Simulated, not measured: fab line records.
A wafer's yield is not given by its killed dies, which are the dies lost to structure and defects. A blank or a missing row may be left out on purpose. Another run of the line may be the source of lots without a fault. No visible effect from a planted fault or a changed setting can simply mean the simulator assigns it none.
Matching of chambers + flow n5 finfet + cvd co-02 running N5_BEOL_M1_CO_CAP_55: 3 sister chambers
The step material Co, precursor CCTBA/H2, target thk 2 nm, time 102.1 s. 6 wafers are shown with their chamber, then 12 later ones without.

== WAFERS, EACH WITH ITS CHAMBER ==
| wafer  | chamber | heater power w (W) |
|--------|---------|--------------------|
| L082.6 | 2       | 256                |
| L085.5 | 2       | 249                |
| L091.6 | 0       | 267                |
| L093.1 | 1       | 318                |
| L093.4 | 0       | 272                |
| L093.6 | 1       | 321                |

== WAFERS MISSING THEIR CHAMBER ==
| wafer  | heater power w (W) |
|--------|--------------------|
| L092.1 | 273                |
| L092.3 | 310                |
| L092.4 | 271                |
| L095.3 | 259                |
| L095.5 | 267                |
| L095.6 | 319                |
| L096.1 | 306                |
| L096.4 | 268                |
| L096.5 | 254                |
| L097.1 | 259                |
| L097.5 | 274                |
| L097.6 | 320                |

== EACH ONE'S CHAMBER ==
| wafer  | from the rows above     | in truth |
|--------|-------------------------|----------|
| L092.1 | 0                       | 0        |
| L092.3 | 1                       | 1        |
| L092.4 | 0                       | 0        |
| L095.3 | can't be placed: 2 or 0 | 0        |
| L095.5 | 0                       | 0        |
| L095.6 | 1                       | 1        |
| L096.1 | 1                       | 1        |
| L096.4 | 0                       | 0        |
| L096.5 | 2                       | 2        |
| L097.1 | can't be placed: 2 or 0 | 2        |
| L097.5 | 0                       | 0        |
| L097.6 | 1                       | 1        |
Correct placement for 10 of the 12. Not placeable from these rows: 2 (in 2, the candidates include the true chamber). Wrongly placed: 0.
How it was worked out, from the rows above alone: a wafer's distance from a chamber is the root of the sum, over the readings, of the square of ((its reading less the chamber's mean) divided by the reading's scatter). The wafer belongs to the nearest chamber; if the next one is less than 2 further off, it can't be placed. The mean given for a chamber averages the wafers shown for that chamber. The scatter is the square root of a quotient: the sum, over the shown wafers, of each reading's squared deviation from its chamber's mean, divided by wafers minus chambers.
